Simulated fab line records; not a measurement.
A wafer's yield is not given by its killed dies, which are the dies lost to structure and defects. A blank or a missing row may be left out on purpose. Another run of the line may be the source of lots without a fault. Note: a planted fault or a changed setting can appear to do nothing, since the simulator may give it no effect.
fab line records	flow n5Finfet
record lots=6	wafers=18	lastDay=17
route steps=1938 shown HKMG_FIN@390 BEOL_M4@1111 PASSIVATION@1936
lots with no fault: from the same line, run without faults
startH: hours from the record's opening day to when the first of the lot's shown wafers began	waitH: hours since the lot's step before	" unchanged from the row above	L1.1+2: a row that stands for several wafers	- no value, or no start given	* or withheld: withheld	< > ~ a bound
route shown NAME@n: a module of which the file shows steps, and the number in the route of the first	usual: mean and standard deviation over wafers with no fault	same: alike in all rows	chamber/n: place in a boat	sites: per-site readings	_std_site: the standard deviation of these	_edge_site: outer sites' mean less inner sites'	radiusMm: for every site, how far away it sits from the centre of the wafer	mask NAME#n: copy n	behind: the tool/chamber that last shaped the wafer	hold: the reason the lot was held/the length of the hold in hours/how it ended	device: the n, p or np transistor that did not switch	end of line: the same wafers' tests at the end of the route	a step given without rows: its recipe and nothing more	killed: the dies lost at the first sort to structure and to defects; this is not the yield of the wafer	map: a wafer's dies, marking killed ones x, the rest . and places with no die _
set.NAME: the setting as run; set.NAME@STEP: as run at that earlier step	model.NAME: the simulator's own value behind a step, which no gauge read
a table for each step, a row for each wafer; lots at some steps of the route
services: a tool's chamber out of use, with start hour (startH, from the record's first day; less than 0 if before it), hours out, and reason
## steps
# step N5_HKMG_FIN_COAT_41
# recipe resist=SOC	tempC=250	timeS=60	spinRpm=1500	resistThkNm=300
# step N5_HKMG_FIN_COAT_42
# recipe resist=SiARC	tempC=220	timeS=60	spinRpm=1500	resistThkNm=35
# step N5_HKMG_FIN_COAT_43
# recipe resist=CAR-ArF	spinRpm=1500	resistThkNm=90
# step N5_HKMG_FIN_EBR_45
# recipe solvent=PGMEA	ebrWidthMm=1.5
# step N5_HKMG_FIN_SOFTBAKE_44
# recipe tempC=110	timeS=60	resist=CAR-ArF
# step N5_HKMG_FIN_EXPOSE_46
# recipe maskId=NDIPOLE	na=1.35	sourceShape=conventional	sigmaOuter=0.8	polarization=unpolarized	doseMj=40
# step N5_HKMG_FIN_PEB_47
# recipe pebTempC=withheld	pebTimeS=60	resist=CAR-ArF
# step N5_HKMG_FIN_DEVELOP_48
# recipe developTimeS=30	developer=TMAH	resist=CAR-ArF	rinseLiquid=diw	dry=airSpin	devTempC=23
# step N5_HKMG_FIN_CD_MEAS_49
# recipe targetCdNm=202	landingEnergyEv=500	detector=seInlens	polarity=opening
# usual cdNm=202.2/0.69
lot.wafer	tool	chamber	startH	waitH	cdNm
L315.2	cdSem-03	0	78.16	-	202.2
L315.4	"	0	"	"	203.1
L315.5	"	0	"	"	202.7
L314.1	cdSem-01	0	78.66	-	202.4
L314.2	"	0	"	"	202.4
L314.3	"	0	"	"	202.8
L324.2	cdSem-03	0	139.61	-	202.6
L324.4	"	0	"	"	201.8
L324.5	"	0	"	"	202.6
L326.1	cdSem-02	0	151.99	-	200.6
L326.2	"	0	"	"	201.4
L326.4	"	0	"	"	202.2
L333.2	cdSem-01	0	190.42	-	202.4
L333.3	"	0	"	"	202.1
L333.6	"	0	"	"	202.1
L335.1	cdSem-02	0	199.98	-	202.5
L335.4	"	0	"	"	202.4
L335.5	"	0	"	"	202.6
# step N5_HKMG_FIN_OVL_MEAS_50
# recipe pointsPerWafer=44
# usual NDIPOLE_OVL=0.0/0.65
lot.wafer	tool	chamber	startH	waitH	NDIPOLE_OVL[nm]
L315.2	overlay-02	0	78.19	0.0	1.0
L315.4	"	0	"	"	1.6
L315.5	"	0	"	"	0.8
L314.1	overlay-02	0	78.69	0.0	-0.5
L314.2	"	0	"	"	0.3
L314.3	"	0	"	"	0.3
L324.2	overlay-01	0	139.64	0.0	0.2
L324.4	"	0	"	"	0.4
L324.5	"	0	"	"	-0.6
L326.1	overlay-01	0	152.02	0.0	-0.7
L326.2	"	0	"	"	-0.2
L326.4	"	0	"	"	-0.7
L333.2	overlay-02	0	190.45	0.0	0.7
L333.3	"	0	"	"	0.0
L333.6	"	0	"	"	0.5
L335.1	overlay-01	0	200.01	0.0	-0.3
L335.4	"	0	"	"	0.4
L335.5	"	0	"	"	-0.1
# step N5_HKMG_FIN_INSPECT_61
# recipe mode=adi	inspectInstrument=macro
# usual rawDefectCount=1.9/1.5
lot.wafer	tool	chamber	startH	waitH	rawDefectCount
L315.2	defectInspect-02	-	78.21	0.0	2
L315.4	"	-	"	"	2
L315.5	"	-	"	"	4
L314.1	defectInspect-02	-	78.72	0.0	1
L314.2	"	-	"	"	2
L314.3	"	-	"	"	2
L324.2	defectInspect-02	-	139.67	0.0	2
L324.4	"	-	"	"	2
L324.5	"	-	"	"	2
L326.1	defectInspect-01	-	152.04	0.0	3
L326.2	"	-	"	"	1
L326.4	"	-	"	"	2
L333.2	defectInspect-02	-	190.47	0.0	3
L333.3	"	-	"	"	4
L333.6	"	-	"	"	0
L335.1	defectInspect-01	-	200.04	0.0	2
L335.4	"	-	"	"	3
L335.5	"	-	"	"	0
# step N5_HKMG_FIN_DESCUM_53
# recipe chemistry=O2	timeS=7.9	sourcePowerW=50	biasPowerW=20	pressureMtorr=20	rfFrequencyHz=2.712e+07	tempC=40	resist=CAR-ArF	o2FlowSccm=225
# usual drypumpMotorCurrentA=5.7/0.48	o2FlowSccm=224.9/0.69	oesProductAu=0.77/0.086	rfVppV=244.2/0.99	showerheadPlenumPTorr=2.16/0.03	throttleValvePct=20.37/0.19
lot.wafer	tool	chamber	startH	waitH	drypumpMotorCurrentA	o2FlowSccm	oesProductAu	rfHoursCounterH	rfVppV	showerheadPlenumPTorr	throttleValvePct
L315.2	rieDiel-03	3	78.25	0.0	5.2	225.1	0.74	152	244.8	2.18	20.36
L315.4	"	3	"	"	5.3	224.8	0.74	-	245.6	2.18	20.38
L315.5	"	2	"	"	5.3	225.0	0.71	-	243.4	2.18	20.23
L314.1	rieDiel-01	3	78.79	0.1	6.3	224.2	0.75	168	244.6	2.15	20.23
L314.2	"	0	"	"	6.4	226.2	0.77	142	245.3	2.19	20.29
L314.3	"	2	"	"	5.2	224.9	0.70	225	243.9	2.16	20.97
L324.2	rieDiel-03	2	139.72	0.1	5.3	224.3	0.71	206	243.6	2.17	20.26
L324.4	"	2	"	"	5.3	225.4	0.70	-	244.3	2.17	20.25
L324.5	"	2	"	"	5.3	225.7	0.70	-	243.4	2.17	20.25
L326.1	rieDiel-03	1	152.37	0.3	5.3	224.2	0.91	27	244.7	2.15	20.45
L326.2	"	2	"	"	5.3	225.4	0.69	213	244.7	2.17	20.27
L326.4	"	2	"	"	5.3	226.5	0.69	-	244.4	2.17	20.28
L333.2	rieDiel-01	1	190.51	0.0	5.7	223.0	0.77	114	244.1	2.20	20.35
L333.3	"	0	"	"	6.4	224.6	0.74	187	244.0	2.17	20.37
L333.6	"	3	"	"	6.3	223.7	0.71	-	243.9	2.13	20.27
L335.1	rieDiel-01	0	200.07	0.0	6.4	224.3	0.73	191	242.7	2.17	20.37
L335.4	"	3	"	"	6.3	224.4	0.72	218	243.7	2.13	20.28
L335.5	"	3	"	"	6.3	224.5	0.73	-	245.2	2.13	20.29
# step N5_HKMG_FIN_ETCH_54
# recipe chemistry=CF4	target=SiARC	targetDepthA=455	maskMaterial=CAR-ArF	timeS=75.8	ionEnergyEv=80	pressureMtorr=40	sourceW=545	biasW=36	Ar_flow_sccm=100	cf4FlowSccm=100	ends=cleared
# usual drypumpMotorCurrentA=5.7/0.48	etchRfOnTimeS=76.1/1.6	oesProductAu=0.65/0.069	rfFwdPowerW=540.0/2.3	rfVppV=184.9/0.91	showerheadPlenumPTorr=2.211/0.028	throttleValvePct=15.57/0.17
lot.wafer	tool	chamber	startH	waitH	drypumpMotorCurrentA	etchRfOnTimeS	oesProductAu	rfFwdPowerW	rfHoursCounterH	rfVppV	showerheadPlenumPTorr	throttleValvePct
L315.2	rieDiel-03	3	78.28	0.0	5.2	79.5	0.62	541.9	152	185.9	2.216	15.50
L315.4	"	3	"	"	5.3	79.8	0.62	542.8	-	184.3	2.216	15.51
L315.5	"	2	"	"	5.3	74.7	0.62	538.0	-	185.5	2.222	15.38
L314.1	rieDiel-01	3	78.82	0.0	6.3	74.8	0.65	542.2	168	184.9	2.230	15.65
L314.2	"	0	"	"	6.4	75.3	0.66	540.8	142	185.9	2.235	15.46
L314.3	"	2	"	"	5.2	78.6	0.59	541.8	225	185.1	2.195	16.04
L324.2	rieDiel-03	2	139.77	0.0	5.3	49.0	0.78	859.3	206	158.4	2.213	15.47
L324.4	"	2	"	"	5.3	49.1	0.77	861.3	-	157.3	2.213	15.48
L324.5	"	2	"	"	5.3	48.4	0.79	859.9	-	157.8	2.213	15.46
L326.1	rieDiel-03	1	152.41	0.0	5.4	50.4	0.97	863.3	27	155.6	2.189	15.53
L326.2	"	2	"	"	5.3	49.2	0.77	862.7	213	156.0	2.210	15.47
L326.4	"	2	"	"	5.3	49.4	0.77	864.3	-	158.5	2.210	15.47
L333.2	rieDiel-01	1	190.54	0.0	5.7	74.1	0.67	543.5	114	185.4	2.229	15.47
L333.3	"	0	"	"	6.4	75.0	0.63	539.1	187	183.7	2.219	15.55
L333.6	"	3	"	"	6.3	75.1	0.62	541.9	-	184.2	2.215	15.77
L335.1	rieDiel-01	0	200.11	0.0	6.3	75.9	0.62	539.0	191	184.7	2.218	15.56
L335.4	"	3	"	"	6.3	75.1	0.62	541.4	218	185.3	2.213	15.79
L335.5	"	3	"	"	6.3	74.8	0.62	540.4	-	183.4	2.213	15.75
# step N5_HKMG_FIN_ETCH_55
# recipe chemistry=N2/H2	target=SOC	targetDepthA=2400	tempC=40	timeS=300	ionEnergyEv=200	maskMaterial=SiARC	pressureMtorr=30	sourceW=840	biasW=150	n2FlowSccm=200	h2FlowSccm=200
# usual drypumpMotorCurrentA=5.7/0.48	oesProductAu=0.76/0.079	rfFwdPowerW=838.1/2.6	rfVppV=526.3/1.2	showerheadPlenumPTorr=2.63/0.043	throttleValvePct=17.79/0.17
lot.wafer	tool	chamber	startH	waitH	drypumpMotorCurrentA	oesProductAu	rfFwdPowerW	rfHoursCounterH	rfVppV	showerheadPlenumPTorr	throttleValvePct
L315.2	rieDiel-03	3	78.34	0.0	5.3	0.73	838.7	153	526.5	2.66	17.89
L315.4	"	3	"	"	5.3	0.72	838.3	-	526.2	2.66	17.91
L315.5	"	2	"	"	5.3	0.73	834.8	-	525.9	2.65	17.74
L314.1	rieDiel-01	3	78.88	0.0	6.3	0.76	841.4	168	524.8	2.63	17.64
L314.2	"	0	"	"	6.4	0.78	838.7	142	525.3	2.64	17.63
L314.3	"	2	"	"	5.2	0.70	836.3	225	525.5	2.60	18.20
L324.2	rieDiel-03	2	139.85	0.1	5.3	0.70	840.1	206	526.1	2.64	17.79
L324.4	"	2	"	"	5.3	0.69	838.0	-	525.7	2.64	17.78
L324.5	"	2	"	"	5.3	0.70	837.4	-	525.8	2.64	17.79
L326.1	rieDiel-03	1	152.46	0.0	5.3	0.87	834.9	27	526.7	2.58	17.65
L326.2	"	2	"	"	5.3	0.69	839.8	213	524.9	2.64	17.81
L326.4	"	2	"	"	5.3	0.70	842.5	-	526.2	2.64	17.80
L333.2	rieDiel-01	1	190.60	0.0	5.7	0.77	840.5	114	526.8	2.69	17.89
L333.3	"	0	"	"	6.4	0.73	834.3	187	526.4	2.62	17.70
L333.6	"	3	"	"	6.3	0.72	843.0	-	526.0	2.61	17.72
L335.1	rieDiel-01	0	200.16	0.0	6.4	0.73	839.9	191	527.6	2.62	17.71
L335.4	"	3	"	"	6.3	0.72	838.3	218	525.9	2.60	17.73
L335.5	"	3	"	"	6.2	0.72	839.1	-	526.5	2.61	17.73
# step N5_BEOL_M4_RC_MEAS_101
# usual DIBL_N=37.0/1.7	DIBL_P=36.7/2	IOFF_N=0.17/0.035	IOFF_P=0.22/0.035	ION_N=672/12	ION_P=461/7.5	SS_N=71.6/0.67	SS_P=73.4/0.64	VT_N=250/3.5	VT_P=-250/3.5
lot.wafer	tool	chamber	startH	waitH	DIBL_N[mV/V]	DIBL_P[mV/V]	IOFF_N[nA/um]	IOFF_P[nA/um]	ION_N[uA/um]	ION_P[uA/um]	SS_N[mV/dec]	SS_P[mV/dec]	VT_N[mV]	VT_P[mV]
L315.2	prober-01	0	169.06	0.2	36.6	36.5	0.17	0.27	679	468	71.9	73.0	251	-240
L315.4	"	0	"	"	36.4	34.7	0.15	0.23	674	467	71.8	73.6	250	-244
L315.5	"	0	"	"	36.4	35.1	0.17	0.24	673	467	71.2	72.9	251	-242
L314.1	prober-02	0	176.11	0.0	35.6	35.6	0.14	0.18	668	459	71.3	72.6	249	-252
L314.2	"	0	"	"	34.7	34.5	0.13	0.16	660	455	71.0	72.1	253	-253
L314.3	"	0	"	"	36.7	37.2	0.17	0.20	678	466	71.0	72.8	247	-253
L324.2	prober-02	0	227.12	0.2	34.6	34.7	0.13	0.17	674	457	70.9	72.6	254	-256
L324.4	"	0	"	"	35.8	36.6	0.15	0.20	667	457	71.6	73.4	254	-252
L324.5	"	0	"	"	37.8	39.5	0.19	0.24	686	469	71.2	74.7	252	-250
L326.1	prober-01	0	239.25	0.0	36.6	35.5	0.14	0.22	666	468	70.9	73.6	252	-247
L326.2	"	0	"	"	37.4	36.2	0.15	0.22	674	466	71.3	73.0	253	-249
L326.4	"	0	"	"	37.5	36.1	0.15	0.22	670	459	71.0	72.8	251	-250
L333.2	prober-01	0	296.80	0.2	33.8	34.2	0.10	0.15	634	451	71.0	72.2	258	-253
L333.3	"	0	"	"	34.5	36.4	0.12	0.18	658	458	71.1	72.6	258	-250
L333.6	"	0	"	"	33.9	35.1	0.11	0.17	653	449	71.3	72.6	256	-254
L335.1	prober-02	0	302.21	0.0	38.1	38.9	0.17	0.20	667	451	71.8	73.7	251	-252
L335.4	"	0	"	"	37.7	39.0	0.17	0.21	667	457	72.5	74.0	251	-252
L335.5	"	0	"	"	39.2	39.0	0.19	0.21	674	460	72.1	73.5	248	-250
# step N5_PASSIVATION_PROBE_49
# usual defectLimitedYield=91.1/1.3	killed_at_M0_to_M3=35/11	killed_at_M4_up=13/5.4	killedAtContacts=14/6.5	killedAtFrontEnd=41/11	killedAtOther=4/3.1	killedDies=106/15	killedOpen=69/12	killedShort=35/7	sort_bin_5_function=5.2/0.86	sort_bin_6_memory=3.4/0.64	sort_bin_8_speed=0.00/0.049	sortNPass=1074/15	sortYieldPct=91.0/1.3
# same grossDies=1180	killedAtBackSide=0	sort_bin_4_leakage[%]=0
lot.wafer	tool	chamber	startH	waitH	defectLimitedYield[%]	killed_at_M0_to_M3	killed_at_M4_up	killedAtContacts	killedAtFrontEnd	killedAtOther	killedDies	killedOpen	killedShort	sort_bin_5_function[%]	sort_bin_6_memory[%]	sort_bin_8_speed[%]	sortNPass	sortYieldPct[%]
L314.1	prober-01	-	271.04	0.0	90.6	29	9	12	59	2	111	80	31	5.3	3.8	0	1069	90.6
L314.2	prober-01	-	271.09	0.1	89.7	35	6	17	58	6	122	78	36	5.9	3.7	0	1058	89.7
L314.3	prober-01	-	271.14	0.1	91.8	30	9	11	40	7	97	57	40	4.6	2.9	0	1083	91.8
L315.2	prober-02	-	273.11	0.1	93.0	31	9	7	35	1	83	39	44	3.8	3.1	0	1097	93.0
L315.4	prober-02	-	273.21	0.2	92.2	29	16	9	38	0	92	60	30	4.2	3.1	0	1088	92.2
L315.5	prober-02	-	273.26	0.2	90.3	35	13	15	51	0	114	67	44	5.6	3.7	0	1066	90.3
L324.2	prober-01	-	321.52	0.1	90.4	43	14	13	36	7	113	76	36	4.9	3.9	0	1067	90.4
L324.4	prober-01	-	321.62	0.2	90.2	37	13	21	41	4	116	68	44	5.0	4.5	0	1064	90.2
L324.5	prober-01	-	321.67	0.2	88.8	34	13	30	49	6	132	91	37	6.4	4.5	0	1048	88.8
L326.1	prober-02	-	336.43	0.0	90.5	31	10	10	44	17	112	70	40	5.6	3.8	0	1068	90.5
L326.2	prober-02	-	336.48	0.1	91.8	26	11	13	35	12	97	58	36	5.3	2.6	0	1083	91.8
L326.4	prober-02	-	336.58	0.2	91.4	31	12	15	38	5	101	69	30	4.4	3.7	0	1079	91.4
L333.2	prober-02	-	406.77	0.1	90.0	60	23	8	26	1	118	76	39	6.5	3.3	0.59	1055	89.4
L333.3	prober-02	-	406.82	0.1	91.0	50	15	6	35	0	106	69	32	5.1	3.6	0	1074	91.0
L333.6	prober-02	-	406.97	0.3	91.9	38	13	10	31	4	96	60	34	4.3	3.4	0	1084	91.9
L335.1	prober-02	-	413.25	0.0	87.8	58	14	29	33	10	144	84	57	6.9	4.7	0	1036	87.8
L335.4	prober-02	-	413.40	0.2	90.3	40	8	18	42	7	115	72	41	4.9	4.4	0	1065	90.3
L335.5	prober-02	-	413.45	0.2	88.8	47	15	10	55	5	132	84	46	6.6	4.2	0	1048	88.8
# killed by level:class
L314.1 STI_FIN_REVEAL:geometricParticle:open=20 MOL_CONTACT_COAG:geometricParticle:open=11 BEOL_M3:geometricParticle:open=10 FIN_SAQP:geometricParticle:open=8 BEOL_M0_SAQP:geometricParticle:open=7 GATE_CUT:geometricParticle:short=6 FIN_SAQP:geometricParticle:short=5 BEOL_M0_SAQP:geometricParticle:short=5
L314.2 BEOL_M1:geometricParticle:open=13 MOL_CONTACT_COAG:geometricParticle:open=12 FIN_SAQP:geometricParticle:open=11 BEOL_M3:geometricParticle:open=9 STI_FIN_REVEAL:geometricParticle:open=7 HKMG_FIN:areaEtch=7 FIN_SAQP:geometricParticle:short=6 DUMMY_GATE:geometricParticle:open=5
L314.3 STI_FIN_REVEAL:geometricParticle:open=7 MOL_CONTACT_COAG:geometricParticle:open=7 BEOL_M0_SAQP:geometricParticle:open=7 DUMMY_GATE:geometricParticle:open=6 BEOL_M0_SAQP:geometricParticle:short=6 ILD0:geometricParticle:short=4 GATE_CUT:geometricParticle:open=4 MOL_CONTACT_COAG:geometricParticle:short=4
L315.2 BEOL_M1:geometricParticle:short=11 BEOL_M3:geometricParticle:open=8 FIN_SAQP:geometricParticle:short=7 BEOL_M3:geometricParticle:short=6 FIN_SAQP:geometricParticle:open=5 MOL_CONTACT_COAG:geometricParticle:short=4 STI_FIN_REVEAL:geometricParticle:open=4 STARTING-WAFER:geometricParticle:short=4
L315.4 BEOL_M4:geometricParticle:open=11 FIN_SAQP:geometricParticle:short=9 BEOL_M1:geometricParticle:open=8 BEOL_M3:geometricParticle:open=8 STI_FIN_REVEAL:geometricParticle:open=6 MOL_CONTACT_COAG:geometricParticle:open=5 GATE_CUT:geometricParticle:short=4 GATE_CUT:geometricParticle:open=4
L315.5 FIN_SAQP:geometricParticle:short=16 FIN_SAQP:geometricParticle:open=9 BEOL_M3:geometricParticle:open=9 MOL_CONTACT_COAG:geometricParticle:open=8 BEOL_M0:geometricParticle:short=7 STI_FIN_REVEAL:geometricParticle:open=6 DUMMY_GATE:geometricParticle:open=6 MOL_CONTACT_COAG:geometricParticle:short=6
L324.2 STI_FIN_REVEAL:geometricParticle:open=12 MOL_CONTACT_COAG:geometricParticle:open=12 BEOL_M0_SAQP:geometricParticle:open=10 BEOL_M1:geometricParticle:open=9 BEOL_M1:geometricParticle:short=9 DUMMY_GATE:geometricParticle:open=6 STI_FIN_REVEAL:geometricParticle:short=5 BEOL_M0_SAQP:geometricParticle:short=5
L324.4 MOL_CONTACT_COAG:geometricParticle:open=15 GATE_CUT:geometricParticle:short=8 BEOL_M1:geometricParticle:open=8 BEOL_M0:geometricParticle:open=7 FIN_SAQP:geometricParticle:short=6 MOL_CONTACT_COAG:geometricParticle:short=6 BEOL_M3:geometricParticle:open=6 STARTING-WAFER:geometricParticle:short=5
L324.5 MOL_CONTACT_COAG:geometricParticle:open=24 STI_FIN_REVEAL:geometricParticle:open=15 BEOL_M0_SAQP:geometricParticle:open=10 FIN_SAQP:geometricParticle:open=8 GATE_CUT:geometricParticle:short=7 BEOL_M3:geometricParticle:open=6 BEOL_M1:geometricParticle:open=5 BEOL_M1:geometricParticle:short=5
L326.1 FIN_SAQP:geometricParticle:short=8 STI_FIN_REVEAL:geometricParticle:open=8 MOL_CONTACT_COAG:geometricParticle:open=7 BEOL_M3:geometricParticle:open=7 GATE_CUT:geometricParticle:short=6 BEOL_M0_SAQP:geometricParticle:short=6 BEOL_M1:geometricParticle:open=6 MIM_TOP:geometricParticle:open=6
L326.2 MOL_CONTACT_COAG:geometricParticle:open=11 BEOL_M2:geometricParticle:open=10 STI_FIN_REVEAL:geometricParticle:open=7 GATE_CUT:geometricParticle:short=6 MIM_TOP:geometricParticle:short=5 FIN_SAQP:geometricParticle:open=4 STI_FIN_REVEAL:geometricParticle:short=4 BEOL_M0_SAQP:geometricParticle:short=4
L326.4 STI_FIN_REVEAL:geometricParticle:open=17 MOL_CONTACT_COAG:geometricParticle:open=12 BEOL_M1:geometricParticle:open=8 BEOL_M2:geometricParticle:open=7 FIN_SAQP:geometricParticle:short=6 BEOL_M1:geometricParticle:short=5 GATE_CUT:geometricParticle:short=4 BEOL_M3:geometricParticle:open=4
L333.2 BEOL_M0_SAQP:geometricParticle:open=13 BEOL_M0_SAQP:geometricParticle:short=11 BEOL_M2:geometricParticle:open=10 BEOL_M5:geometricParticle:open=10 GATE_CUT:geometricParticle:short=9 BEOL_M1:geometricParticle:open=9 BEOL_M3:geometricParticle:open=7 STI_FIN_REVEAL:geometricParticle:open=5
L333.3 BEOL_M3:geometricParticle:open=12 BEOL_M1:geometricParticle:open=8 BEOL_M0_SAQP:geometricParticle:short=8 BEOL_M2:geometricParticle:open=8 BEOL_M4:geometricParticle:open=6 STI_FIN_REVEAL:geometricParticle:open=5 GATE_CUT:geometricParticle:short=5 BEOL_M0_SAQP:geometricParticle:open=5
L333.6 BEOL_M0_SAQP:geometricParticle:open=12 STI_FIN_REVEAL:geometricParticle:open=8 MOL_CONTACT_COAG:geometricParticle:open=8 BEOL_M1:geometricParticle:open=8 FIN_SAQP:geometricParticle:short=6 BEOL_M0_SAQP:geometricParticle:short=6 BEOL_M2:geometricParticle:open=5 BEOL_M5:geometricParticle:open=5
L335.1 MOL_CONTACT_COAG:geometricParticle:open=23 BEOL_M0_SAQP:geometricParticle:short=12 BEOL_M0_SAQP:geometricParticle:open=8 BEOL_M3:geometricParticle:open=8 FIN_SAQP:geometricParticle:open=7 FIN_SAQP:geometricParticle:short=7 BEOL_M1:geometricParticle:open=7 STI_FIN_REVEAL:geometricParticle:open=6
L335.4 BEOL_M0_SAQP:geometricParticle:short=14 MOL_CONTACT_COAG:geometricParticle:open=13 FIN_SAQP:geometricParticle:open=12 FIN_SAQP:geometricParticle:short=10 STI_FIN_REVEAL:geometricParticle:open=9 BEOL_M0_SAQP:geometricParticle:open=8 BEOL_M3:geometricParticle:open=7 BEOL_M1:geometricParticle:open=5
L335.5 STI_FIN_REVEAL:geometricParticle:open=14 BEOL_M0_SAQP:geometricParticle:open=13 FIN_SAQP:geometricParticle:short=10 BEOL_M0_SAQP:geometricParticle:short=9 MOL_CONTACT_COAG:geometricParticle:open=8 BEOL_M1:geometricParticle:open=8 GATE_CUT:geometricParticle:open=7 BEOL_M4:geometricParticle:short=7
## services
tool	chamber	startH	hours	kind
rieDiel-01	-	70.05	2.8	pm
rieDiel-03	1	72.51	-	clean
rieDiel-03	1	72.51	-	consumableReplace:focusRing
rieDiel-03	1	72.51	12.8	scheduledDown
rieDiel-03	1	72.51	12.8	ventCycle
rieDiel-01	2	108.98	7.7	repair
rieDiel-03	0	131.31	33.0	repair
rieDiel-03	1	139.08	7.7	repair
rieDiel-01	2	153.55	-	clean
rieDiel-01	2	153.55	-	consumableReplace:esc
rieDiel-01	2	153.55	-	consumableReplace:focusRing
rieDiel-01	2	153.55	23.5	scheduledDown
rieDiel-01	2	153.55	23.5	ventCycle
rieDiel-01	1	182.08	1.6	repair
## key
firstSign step=N5_HKMG_FIN_ETCH_54	reading=rfFwdPowerW	direction=up	sigmas=99+	usual=*	struck=*
effect step=N5_HKMG_FIN_ETCH_54	reading=rfVppV	direction=down	sigmas=31	usual=184.9	struck=157.2
metAt N5_HKMG_FIN_ETCH_54
struckWafers L324.2,L324.4,L324.5,L326.1,L326.2,L326.4
onsetBetween 78.28 139.77
fault kind=processParameterDrift	tool=rieDiel-03	chamber=-	onsetH=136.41	steps=N5_HKMG_FIN_ETCH_54	channel=sourceW	offset=327	shape=step	endH=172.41	actsIn=theseRecipesOnly	stated=545
